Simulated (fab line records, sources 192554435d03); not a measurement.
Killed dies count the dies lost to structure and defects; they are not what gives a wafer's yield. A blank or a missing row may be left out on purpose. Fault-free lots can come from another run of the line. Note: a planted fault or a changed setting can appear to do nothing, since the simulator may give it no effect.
8D (eight disciplines) problem report, filled in by code    flow n5Finfet    the parts of the form that need people (team, actions taken, sign-off) are left out

## 1. WHAT IS WRONG
At N5_BEOL_M12_CD_MEAS_28, cdNm averages 180.0 nm over 3 wafers from 3 lots, while fault-free wafers read 160.6 nm, standard deviation 1.5. That puts it +13 standard deviations away from the usual mean.
The step: target cd 160.2 nm.
The first sign was on wafer L530.4 at day 21 01:16, on cdSem-03. At this step, 19 wafers from 7 lots have a number in the record. The rule behind "out" and "out of limits": a value lying over 4 standard deviations away from the usual mean. Any other wafer with a number is counted as sound.

## 2. WHAT IT IS, AND WHAT IT ISN'T
question                     is                      is not
which readings at this step  cdNm                    -
which lots                   L530, L531, L534        L517, L524, L537, L538
which wafers of those lots   L530.4, L531.4, L534.4  L530.2, L531.2, L531.5, L534.2
read on which gauges         cdSem-02, cdSem-03      cdSem-01
when                         from day 21 01:16       up to then (7 sound wafers); but 9 sound wafers of L531, L534, L537, L538 came after

## 3. WHAT RULES OUT EACH SUSPECT
Counting: any tool at a process step up to the reading remains a suspect provided it ran every lot that is out. Sound lots after the first of them don't rule it out here, since some wafers of a struck lot are sound.
- ruled out: the gauge at N5_BEOL_M12_CD_MEAS_28. The wafers that are out were read on 2 gauges (cdSem-02, cdSem-03).
- krfScanner-02 at N5_BEOL_M12_EXPOSE_25 (exposes mask M12): kept. It ran every lot that is out, first L530 (day 21 01:05); its last sound lot up to then is L524 (day 20 13:32).
After counting, what remains is krfScanner-02 at N5_BEOL_M12_EXPOSE_25.

## 4. THE CAUSE (what the simulator had put in)
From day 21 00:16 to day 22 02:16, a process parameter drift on krfScanner-02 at N5_BEOL_M12_EXPOSE_25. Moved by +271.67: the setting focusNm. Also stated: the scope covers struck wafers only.
Counting left only this tool.

## 5. SEQUENCE OF EFFECTS, ordered by route
Each row: a reading whose mean over the struck wafers that have a number lies more than 3 standard deviations from the usual. Scope: only readings with a usual standard deviation given in the record; hours: median across lots of the time from each lot's start at the first step in this table that gives one to its start at this step; sigmas: change in usual standard deviations.
hours  step                     reading             usual         on struck wafers  change  sigmas
0      N5_BEOL_M12_CD_MEAS_28   cdNm                160.6 nm      180.0             +19.4   +13
33     N5_BEOL_M15_RC_MEAS_101  SERP_M12            0.636 ohm/um  0.518             -0.118  -5.4
33     N5_BEOL_M15_RC_MEAS_101  SERP_M12_max_site   0.649 ohm/um  0.523             -0.126  -5.7
51     N5_PASSIVATION_PROBE_49  defectLimitedYield  90.7 %        84.7              -6.0    -4.0
51     N5_PASSIVATION_PROBE_49  killed_at_M4_up     15            74                +59     +11
51     N5_PASSIVATION_PROBE_49  killedDies          110           181               +71     +3.9
51     N5_PASSIVATION_PROBE_49  killedOnRim         15            45                +30     +8.2
51     N5_PASSIVATION_PROBE_49  sortNPass           1070          999               -71     -3.9
51     N5_PASSIVATION_PROBE_49  sortYieldPct        90.7 %        84.7              -6.0    -4.0
The process steps in it:
- N5_PASSIVATION_PROBE_49

## 6. WHAT WOULD HAVE CAUGHT IT SOONER
In this record the first reading out of limits at a measuring or inspecting step was taken at day 21 01:16, 1 hour after the fault began at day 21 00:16.
Lots out: 3; of these, L531, L534 started N5_BEOL_M12_EXPOSE_25 on krfScanner-02 after day 21 01:16. A hold on the tool at that time would have spared those 2.
